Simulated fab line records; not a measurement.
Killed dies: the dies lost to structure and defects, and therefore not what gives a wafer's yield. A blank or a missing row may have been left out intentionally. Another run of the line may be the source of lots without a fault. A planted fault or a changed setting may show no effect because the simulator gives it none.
fab line records ; flow nandHarc
[record] lots = 14; wafers = 42; lastDay = 32
route steps=1302 shown A_SLIT@937 A_WL_FILL@959
lots that met no fault: from a run of the same line without faults
startH: hours from the record's opening day to when the first of the lot's shown wafers began ; waitH: hours elapsed since this lot's preceding step ; " unchanged from the row above ; L1.1+2: a single row standing in for several wafers ; - no value, or no start was given ; * or withheld: withheld ; < > ~ a bound
route shown NAME@n: NAME is a module with steps in the file, n the number in the route of the first one ; usual: mean/standard deviation of fault-free wafers ; same: alike in all rows ; chamber/n: place in a boat ; sites: readings site by site ; _std_site: the standard deviation of these ; _edge_site: the outer-site mean with the inner-site mean subtracted ; radiusMm: how far each site lies from the wafer's centre ; mask NAME#n: copy n ; behind: tool/chamber where the wafer was last shaped ; hold: why the lot went on hold/how many hours it stayed there/how the hold came to an end ; device: names the non-switching transistor (n, p or np) ; end of line: tests of these same wafers at the route's end ; a step without rows: its recipe alone ; killed: count of dies lost to structure and defects at first sort (not the wafer's yield) ; map: a wafer's dies, x killed, . not, _ none there
set.NAME: the run value of the setting; set.NAME@STEP: its run value at that earlier step ; model.NAME: the simulator's own value behind a step, which no gauge read
the route's steps for a sample of lots (tables are steps, rows are wafers)
services: a tool's chamber out of use, with start hour (startH, from the record's first day; less than 0 if before it), hours out, and reason
[[steps]]
[step NHARC_A_SLIT_ETCH_24]
[recipe] targetDepthA = 1210; timeS = 60.5; cf4FlowSccm = 100; chf3FlowSccm = 30; arFlowSccm = 0; rfW = 500; biasW = 200; chemistry = CF4/CHF3
[usual] drypumpMotorCurrentA = 5.7/0.34; oesProductAu = 0.953/0.019; rfVppV = 371.0/2.3; showerheadPlenumPTorr = 1.58/0.064; throttleValvePct = 16.803/0.0079
lot.wafer;tool;chamber;startH;waitH;drypumpMotorCurrentA;oesProductAu;rfHoursCounterH;rfVppV;showerheadPlenumPTorr;throttleValvePct
L890.4;rieDiel-10;2;448.50;0.1;5.4;0.969;1;370.5;1.56;16.802
L890.2;rieDiel-10;3;448.50;0.1;5.6;0.977;1;369.0;1.49;16.801
L890.5;rieDiel-10;2;448.50;0.1;5.4;0.968;-;368.8;1.56;16.810
L891.2;rieDiel-10;1;460.98;0.1;5.4;0.959;3;371.5;1.65;16.804
L891.4;rieDiel-10;0;460.98;0.1;6.0;0.969;2;372.8;1.66;16.802
L891.5;rieDiel-10;2;460.98;0.1;5.4;0.968;-;369.6;1.56;16.804
L894.1;rieDiel-01;1;478.96;0.1;5.3;0.947;4;367.2;1.51;16.796
L894.3;rieDiel-01;1;478.96;0.1;5.3;0.956;-;367.4;1.51;16.801
L894.5;rieDiel-01;1;478.96;0.1;5.3;0.952;-;369.5;1.51;16.809
L895.4;rieDiel-09;1;479.16;0.1;6.0;0.922;8;371.5;1.56;16.795
L895.5;rieDiel-09;0;479.16;0.1;5.6;0.928;-;374.8;1.68;16.806
L895.6;rieDiel-09;1;479.16;0.1;6.0;0.929;-;370.4;1.56;16.811
L892.2;rieDiel-09;2;483.10;0.1;6.4;0.928;9;367.2;1.49;16.804
L892.1;rieDiel-09;1;483.10;0.1;6.0;0.958;8;370.4;1.56;16.817
L892.6;rieDiel-09;2;483.10;0.1;6.4;0.957;-;367.1;1.49;16.808
L896.4;rieDiel-10;2;511.09;0.1;5.4;0.981;6;370.6;1.56;16.809
L896.2;rieDiel-10;0;511.09;0.1;6.0;0.967;5;373.4;1.66;16.797
L896.5;rieDiel-10;2;511.09;0.1;5.4;0.978;-;370.1;1.56;16.793
L898.1;rieDiel-01;3;522.87;0.1;6.3;0.963;7;371.9;1.61;16.813
L898.3;rieDiel-01;1;522.87;0.1;5.3;0.956;7;367.6;1.51;16.801
L898.4;rieDiel-01;2;522.87;0.1;6.0;0.956;8;372.2;1.64;16.801
L897.2;rieDiel-10;3;524.51;0.1;5.6;0.960;7;365.5;1.49;16.818
L897.4;rieDiel-10;1;524.51;0.1;5.5;0.967;7;372.9;1.65;16.799
L897.5;rieDiel-10;2;524.51;0.1;5.4;0.953;-;370.0;1.56;16.825
L900.3;rieDiel-10;3;568.86;0.1;5.6;0.955;8;367.2;1.49;16.795
L900.4;rieDiel-10;1;568.86;0.1;5.5;0.972;9;372.5;1.64;16.801
L900.5;rieDiel-10;2;568.86;0.1;5.4;0.957;-;370.3;1.56;16.799
L902.3;rieDiel-09;3;569.41;0.1;5.5;0.945;2;371.6;1.59;16.802
L902.6;rieDiel-09;3;569.41;0.1;5.5;0.945;-;371.5;1.58;16.806
L902.5;rieDiel-09;0;569.41;0.1;5.6;0.952;-;374.7;1.68;16.815
L903.2;rieDiel-10;1;579.94;0.1;5.5;0.943;10;371.9;1.64;16.792
L903.4;rieDiel-10;3;579.94;0.1;5.6;0.940;10;368.5;1.49;16.798
L903.6;rieDiel-10;0;579.94;0.1;6.0;0.950;-;372.5;1.65;16.786
L904.3;rieDiel-10;0;585.86;0.1;6.0;0.924;11;373.1;1.65;16.811
L904.4;rieDiel-10;1;585.86;0.1;5.5;0.927;11;372.1;1.64;16.803
L904.2;rieDiel-10;3;585.86;0.1;5.6;0.933;10;368.7;1.49;16.806
L908.1;rieDiel-10;3;630.31;0.1;5.6;0.906;0;369.8;1.49;16.809
L908.4;rieDiel-10;1;630.31;0.1;5.5;0.939;0;371.9;1.64;16.797
L908.5;rieDiel-10;0;630.31;0.1;6.0;0.927;-;374.1;1.65;16.813
L911.4;rieDiel-10;1;654.95;0.1;5.5;0.944;2;373.6;1.64;16.807
L911.5;rieDiel-10;2;654.95;0.1;5.4;0.919;-;369.9;1.55;16.809
L911.6;rieDiel-10;3;654.95;0.1;5.6;0.920;-;367.3;1.49;16.812
[step NHARC_A_WL_FILL_STRIP_27]
[recipe] powerW = 1500; tempC = 250; timeS = 20; chemistry = N2/H2
[usual] drypumpMotorCurrentA = 5.3/0.5; heaterPowerW = 311/30
lot.wafer;tool;chamber;startH;waitH;drypumpMotorCurrentA;heaterPowerW;rfHoursCounterH
L890.2;plasmaAsher-02;0;463.79;0.1;4.9;298;10
L890.4;plasmaAsher-02;0;463.79;0.1;4.9;297;-
L890.5;plasmaAsher-02;0;463.79;0.1;4.9;298;-
L891.2;plasmaAsher-01;1;475.58;0.1;5.8;339;24
L891.4;plasmaAsher-01;0;475.58;0.1;5.7;276;-
L891.5;plasmaAsher-01;1;475.58;0.1;5.9;348;-
L895.4;plasmaAsher-01;0;493.85;0.1;5.7;274;-
L895.6;plasmaAsher-01;0;493.85;0.1;5.7;283;-
L895.5;plasmaAsher-01;1;493.85;0.1;5.9;345;-
L894.1;plasmaAsher-02;1;501.29;0.1;4.7;346;18
L894.3;plasmaAsher-02;0;501.29;0.1;4.9;304;-
L894.5;plasmaAsher-02;1;501.29;0.1;4.7;351;-
L892.1;plasmaAsher-01;1;503.56;0.1;5.9;361;29
L892.2;plasmaAsher-01;0;503.56;0.1;5.7;280;29
L892.6;plasmaAsher-01;0;503.56;0.1;5.7;273;-
L896.2;plasmaAsher-02;0;526.24;0.6;4.9;302;24
L896.4;plasmaAsher-02;1;526.24;0.6;4.7;348;-
L896.5;plasmaAsher-02;1;526.24;0.6;4.7;348;-
L898.1;plasmaAsher-01;0;537.51;0.1;5.8;271;1
L898.4;plasmaAsher-01;1;537.51;0.1;5.9;325;-
L898.3;plasmaAsher-01;0;537.51;0.1;5.8;265;-
L897.2;plasmaAsher-02;1;541.47;0.1;4.7;345;26
L897.4;plasmaAsher-02;0;541.47;0.1;4.9;298;-
L897.5;plasmaAsher-02;1;541.47;0.1;4.7;349;-
L902.3;plasmaAsher-02;0;583.51;0.1;4.9;290;-
L902.6;plasmaAsher-02;0;583.51;0.1;4.9;300;-
L902.5;plasmaAsher-02;1;583.51;0.1;4.7;348;-
L900.4;plasmaAsher-01;0;583.83;0.1;5.8;262;-
L900.3;plasmaAsher-01;1;583.83;0.1;5.9;322;-
L900.5;plasmaAsher-01;0;583.83;0.1;5.8;260;-
L903.2;plasmaAsher-01;1;595.22;0.1;5.9;321;13
L903.4;plasmaAsher-01;0;595.22;0.1;5.8;269;-
L903.6;plasmaAsher-01;0;595.22;0.1;5.8;265;-
L904.2;plasmaAsher-01;1;600.46;0.1;5.9;315;15
L904.3;plasmaAsher-01;1;600.46;0.1;5.9;335;-
L904.4;plasmaAsher-01;0;600.46;0.1;5.7;275;-
L908.1;plasmaAsher-02;0;643.69;0.2;4.9;305;4
L908.4;plasmaAsher-02;0;643.69;0.2;4.9;293;-
L908.5;plasmaAsher-02;0;643.69;0.2;4.9;297;-
L911.4;plasmaAsher-02;0;672.01;0.2;4.9;295;-
L911.5;plasmaAsher-02;1;672.01;0.2;4.7;342;-
L911.6;plasmaAsher-02;0;672.01;0.2;4.9;295;-
[step NHARC_A_WL_FILL_ETCHBACK_17]
[recipe] targetDepthA = 40; timeS = 26.7; chemistry = Cl2/BCl3
[usual] drypumpMotorCurrentA = 5.60/0.13; oesProductAu = 1.004/0.012; runLengthS = 47.9/0.46
lot.wafer;tool;chamber;startH;waitH;drypumpMotorCurrentA;oesProductAu;rfHoursCounterH;runLengthS
L890.2;rieMetal-03;1;473.80;-;5.76;1.013;2.1;48.3
L890.4;rieMetal-03;1;473.80;-;5.74;1.001;-;48.4
L890.5;rieMetal-03;1;473.80;-;5.76;0.999;-;49.3
L891.2;rieMetal-01;1;491.88;-;5.41;1.018;1.4;48.3
L891.4;rieMetal-01;1;491.88;-;5.41;1.020;-;48.0
L891.5;rieMetal-01;1;491.88;-;5.40;1.005;-;48.1
L895.4;rieMetal-01;1;507.16;-;5.43;1.025;-;48.3
L895.6;rieMetal-01;0;507.16;-;5.61;1.000;-;48.0
L895.5;rieMetal-01;1;507.16;-;5.43;1.027;-;48.2
L894.1;rieMetal-02;0;513.12;-;5.51;1.011;1.2;48.0
L894.3;rieMetal-02;0;513.12;-;5.52;1.007;-;47.3
L894.5;rieMetal-02;0;513.12;-;5.56;1.001;-;47.3
L892.1;rieMetal-01;0;514.49;-;5.58;1.010;2.0;48.5
L892.2;rieMetal-01;1;514.49;-;5.43;1.026;2.0;48.2
L892.6;rieMetal-01;1;514.49;-;5.44;1.024;-;48.2
L896.2;rieMetal-01;1;537.55;-;5.43;1.025;2.1;48.3
L896.4;rieMetal-01;1;537.55;-;5.43;1.034;-;48.0
L896.5;rieMetal-01;1;537.55;-;5.43;1.021;-;47.9
L898.1;rieMetal-01;0;548.94;-;5.59;1.012;2.2;47.7
L898.4;rieMetal-01;0;548.94;-;5.57;1.018;-;47.8
L898.3;rieMetal-01;1;548.94;-;5.42;1.029;-;47.9
L897.2;rieMetal-02;1;549.02;-;5.77;1.006;1.7;48.1
L897.4;rieMetal-02;1;549.02;-;5.78;1.001;-;47.7
L897.5;rieMetal-02;1;549.02;-;5.75;0.998;-;48.3
L900.4;rieMetal-03;0;593.69;-;5.50;1.000;-;47.1
L900.3;rieMetal-03;1;593.69;-;5.77;0.990;-;48.3
L900.5;rieMetal-03;1;593.69;-;5.74;0.988;-;48.8
L902.3;rieMetal-02;1;593.73;-;5.77;0.997;-;47.8
L902.5;rieMetal-02;1;593.73;-;5.77;1.002;-;47.8
L902.6;rieMetal-02;1;593.73;-;5.77;0.999;-;47.7
L903.2;rieMetal-03;1;606.32;-;5.78;0.993;1.7;48.3
L903.4;rieMetal-03;0;606.32;-;5.53;1.006;-;47.4
L903.6;rieMetal-03;1;606.32;-;5.77;0.992;-;48.3
L904.2;rieMetal-03;0;616.47;-;5.54;1.010;2.1;47.1
L904.3;rieMetal-03;1;616.47;-;5.74;0.986;-;48.5
L904.4;rieMetal-03;0;616.47;-;5.55;1.009;-;47.1
L908.1;rieMetal-01;1;653.44;-;5.41;1.003;1.1;48.2
L908.4;rieMetal-01;1;653.44;-;5.44;1.012;-;48.7
L908.5;rieMetal-01;0;653.44;-;5.55;0.991;-;37.4
L911.4;rieMetal-01;0;682.29;-;5.57;0.983;-;37.9
L911.5;rieMetal-01;0;682.29;-;5.57;1.001;-;37.2
L911.6;rieMetal-01;1;682.29;-;5.45;1.012;-;48.0
[step NHARC_A_WL_FILL_CMP_12]
[recipe] tOverpolishS = 30; targetThkNm = 100
[usual] motorCurrentA = 12.6/1.7; overpolishRunS = 30.000/0.0093; padLifeWafers = 209/120; slurryFilterDpKPa = 13.50/0.14; timeToEndpointS = 20.2/2.3
[same] tOverpolishS = 30
lot.wafer;tool;chamber;startH;waitH;motorCurrentA;overpolishRunS;padLifeWafers;slurryFilterDpKPa;timeToEndpointS
L890.4;cmp-03;3;479.69;0.1;15.1;29.997;108;13.62;19.6
L890.2;cmp-03;0;479.69;0.1;11.6;30.002;109;13.67;15.9
L890.5;cmp-03;0;479.69;0.1;11.1;30.002;-;13.70;14.9
L891.4;cmp-04;0;497.81;0.1;9.2;30.011;115;13.37;18.0
L891.2;cmp-04;1;497.81;0.1;11.4;29.985;116;13.62;17.0
L891.5;cmp-04;0;497.81;0.1;9.2;30.015;-;13.59;17.1
L895.4;cmp-02;0;512.80;0.1;15.1;30.013;385;13.46;19.8
L895.5;cmp-02;3;512.80;0.1;12.1;30.001;-;13.33;20.1
L895.6;cmp-02;0;512.80;0.1;14.5;29.996;-;13.73;18.7
L894.3;cmp-02;3;519.03;0.1;12.5;30.005;402;13.21;20.0
L894.1;cmp-02;2;519.03;0.1;12.0;29.987;405;13.42;20.2
L894.5;cmp-02;0;519.03;0.1;15.6;30.004;-;13.48;19.8
L892.2;cmp-04;0;519.06;0.2;9.7;30.000;25;13.49;18.4
L892.1;cmp-04;1;519.06;0.2;11.7;30.014;26;13.28;16.5
L892.6;cmp-04;3;519.06;0.2;11.9;29.997;-;13.33;20.4
L896.4;cmp-02;3;543.35;0.1;12.5;29.995;36;13.41;19.3
L896.2;cmp-02;0;543.35;0.1;15.2;30.006;37;13.47;21.9
L896.5;cmp-02;0;543.35;0.1;14.7;30.001;-;13.45;20.6
L897.4;cmp-02;2;554.92;0.1;12.9;30.007;121;13.33;23.5
L897.2;cmp-02;3;554.92;0.1;12.9;29.997;122;13.52;19.3
L897.5;cmp-02;2;554.92;0.1;12.2;29.995;-;13.64;22.7
L898.3;cmp-04;2;555.03;0.1;12.8;29.995;156;13.56;23.1
L898.1;cmp-04;0;555.03;0.1;8.8;29.998;158;13.57;21.1
L898.4;cmp-04;1;555.03;0.1;11.5;29.999;159;13.37;20.8
L900.4;cmp-03;0;599.39;0.1;11.8;29.982;168;13.69;21.3
L900.3;cmp-03;1;599.39;0.1;13.0;30.007;169;13.70;20.1
L900.5;cmp-03;0;599.39;0.1;11.0;29.999;-;13.35;19.2
L902.3;cmp-02;2;599.46;0.2;12.4;29.994;303;13.39;20.2
L902.5;cmp-02;3;599.46;0.2;12.7;30.010;-;13.63;16.0
L902.6;cmp-02;0;599.46;0.2;14.8;29.980;-;13.24;15.8
L903.2;cmp-02;0;612.13;0.2;14.6;30.003;379;13.59;20.6
L903.4;cmp-02;2;612.13;0.2;12.4;29.990;381;13.58;22.0
L903.6;cmp-02;0;612.13;0.2;14.6;29.990;-;13.55;19.1
L904.2;cmp-03;0;622.11;0.2;11.5;30.001;253;13.63;18.9
L904.4;cmp-03;1;622.11;0.2;13.4;29.999;254;13.39;19.9
L904.3;cmp-03;2;622.11;0.2;10.7;30.013;255;13.62;18.8
L908.4;cmp-02;2;659.69;0.5;12.3;30.012;134;13.57;22.6
L908.1;cmp-02;3;659.69;0.5;12.7;30.001;135;13.51;17.2
L908.5;cmp-02;1;659.69;0.5;13.5;29.995;-;13.42;22.9
L911.4;cmp-03;1;688.47;0.1;12.7;30.002;126;13.45;21.5
L911.6;cmp-03;1;688.47;0.1;12.7;29.979;-;13.57;20.5
L911.5;cmp-03;2;688.47;0.1;11.2;29.985;-;13.62;21.0
[[services]]
tool;chamber;startH;hours;kind
plasmaAsher-02;-;426.06;9.0;pm
cmp-02;-;430.49;4.0;pm
plasmaAsher-01;-;439.65;13.7;repair
rieMetal-03;1;451.67;9.5;repair
rieDiel-10;-;455.59;1.9;repair
cmp-03;-;456.00;4.0;pm
rieDiel-10;-;481.22;1.0;repair
cmp-03;-;482.52;0.8;repair
rieDiel-10;1;501.05;2.6;repair
plasmaAsher-01;-;519.41;9.0;pm
cmp-02;-;528.66;4.0;pm
cmp-02;-;558.11;0.5;repair
cmp-02;-;561.12;0.3;repair
rieDiel-10;2;563.10;1.9;repair
rieMetal-01;-;575.00;9.0;pm
cmp-02;-;590.27;3.7;repair
rieDiel-10;-;596.56;9.0;pm
plasmaAsher-02;-;603.06;9.0;pm
cmp-02;-;604.23;1.3;repair
cmp-02;-;626.66;4.0;pm
cmp-02;-;650.17;2.3;repair
plasmaAsher-02;-;664.57;0.8;repair
rieMetal-01;-;664.85;5.0;repair
rieDiel-10;3;673.87;4.1;repair
[[key]]
[firstSign] step = NHARC_A_WL_FILL_ETCHBACK_17; reading = runLengthS; direction = down; sigmas = 23; usual = *; struck = *
effect none on later readings
metAt NHARC_A_WL_FILL_ETCHBACK_17
struckLots L908,L911
struckWafers L908.5,L911.4,L911.5
laterRowsLeftOut L908.5,L911.4,L911.5
sortLeftOut L908.5,L911.4,L911.5
testerLeftOut L908,L911
notActingAt NHARC_A_SLIT_ETCH_24,NHARC_A_WL_FILL_STRIP_27,NHARC_A_WL_FILL_CMP_12
onsetBetween 548.94 653.44
[fault] kind = processParameterDrift; tool = rieMetal-01; chamber = 0; onsetH = 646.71; steps = NHARC_A_WL_FILL_ETCHBACK_17; channel = timeS; offset = *; shape = step; endH = 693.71; actsIn = *; stated = *
// testerLeftOut: of these lots the tester's yield and bins aren't shown, on N5 and GAA mostly nor the transistor test; their killed dies are dies lost to structure and defects alone, not to doping, threshold or leakage, so they don't give the yield
// sortLeftOut: the simulated sort isn't trusted on such a fault, so these wafers' sort isn't shown, and their yield isn't known
// laterRowsLeftOut: the simulator's readings of these wafers behind a module that went badly wrong aren't trusted and aren't shown, but for the sort
